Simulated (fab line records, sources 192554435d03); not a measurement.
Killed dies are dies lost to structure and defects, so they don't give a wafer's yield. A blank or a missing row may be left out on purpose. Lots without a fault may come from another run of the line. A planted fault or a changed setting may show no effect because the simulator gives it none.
Problem report in the 8D (eight disciplines) form, filled by code | flow n5_finfet | the parts of the form that need people (team, actions taken, sign-off) are left out

1. THE PROBLEM
time_to_endpoint_s at N5_BEOL_M3_CMP_52 reads a mean of 96 s on 3 wafers of 3 lots; wafers without a fault read 62 s with a standard deviation of 4.1. That is +8.4 standard deviations from the usual mean.
The step: polishes, stops on SiOC, t overpolish 6.8 s, target thk 40 nm.
First seen on wafer L478.2, day 11 17:44, on cmp-01. The record holds 26 wafers of 10 lots with a number at this step. Rule for "out", or "out of limits": more than 4 standard deviations from the usual mean. The other wafers with a number count as sound.

2. WHAT IT IS AND WHAT IT IS NOT
question                    | is                     | is not
which readings at this step | time_to_endpoint_s     | clearing_platen_rpm, slurry_filter_dp_kPa
which lots                  | L478, L479, L480       | L462, L463, L466, L467, L469, L474, L482
which wafers of those lots  | L478.2, L479.2, L480.3 | L478.5, L479.5, L480.4
read on which tools         | cmp-01, cmp-03         | -
when                        | from day 11 17:44      | up to then (18 sound wafers); but 5 sound wafers of L479, L480, L482 came after

3. SUSPECTS, AND WHAT RULES EACH OUT
Counting: a tool at a process step up to the reading stays a suspect if it ran every lot that is out. Sound lots after the first of them don't rule it out here, since some wafers of a struck lot are sound.
- ecd_cu-01 at N5_BEOL_M3_ECD_50 (material Cu, target thk 300 nm): kept. It ran every lot that is out, first L478 (day 11 17:17); its last sound lot up to then is L474 (day 11 02:15).
Left after counting: ecd_cu-01 at N5_BEOL_M3_ECD_50.

4. THE CAUSE (what the simulator had put in)
Process parameter drift: ecd_cu-01, from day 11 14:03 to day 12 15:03, at N5_BEOL_M3_ECD_50. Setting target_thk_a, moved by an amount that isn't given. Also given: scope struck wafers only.
Counting left only this tool.

5. THE CHAIN OF EFFECTS, in route order
Each row: a reading whose mean over the struck wafers that have a number lies more than 3 standard deviations from the usual. Only readings for which the record gives a usual standard deviation are gone through. hours: the time from each lot's start at the first step in this table that gives one to its start at this step, as a median over the lots. sigmas: the change in usual standard deviations.
hours | step              | reading            | usual | on struck wafers | change | sigmas
0     | N5_BEOL_M3_CMP_52 | time_to_endpoint_s | 62 s  | 96               | +34    | +8.4
The process steps in it:
- N5_BEOL_M3_CMP_52: polishes, stops on SiOC, t overpolish 6.8 s, target thk 40 nm.
Later measuring or inspecting steps at which every struck wafer that the step has a row for has a number for every such reading, and none has moved that far: N5_BEOL_M4_RC_MEAS_101.

6. WHAT WOULD HAVE CAUGHT IT SOONER
In this record the first reading out of limits was taken at day 11 17:44, 4 hours after the fault began at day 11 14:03.
Of the lots that are out (3), L479, L480 began N5_BEOL_M3_ECD_50 on ecd_cu-01 after day 11 17:44. A hold on the tool at that time would have spared those 2.
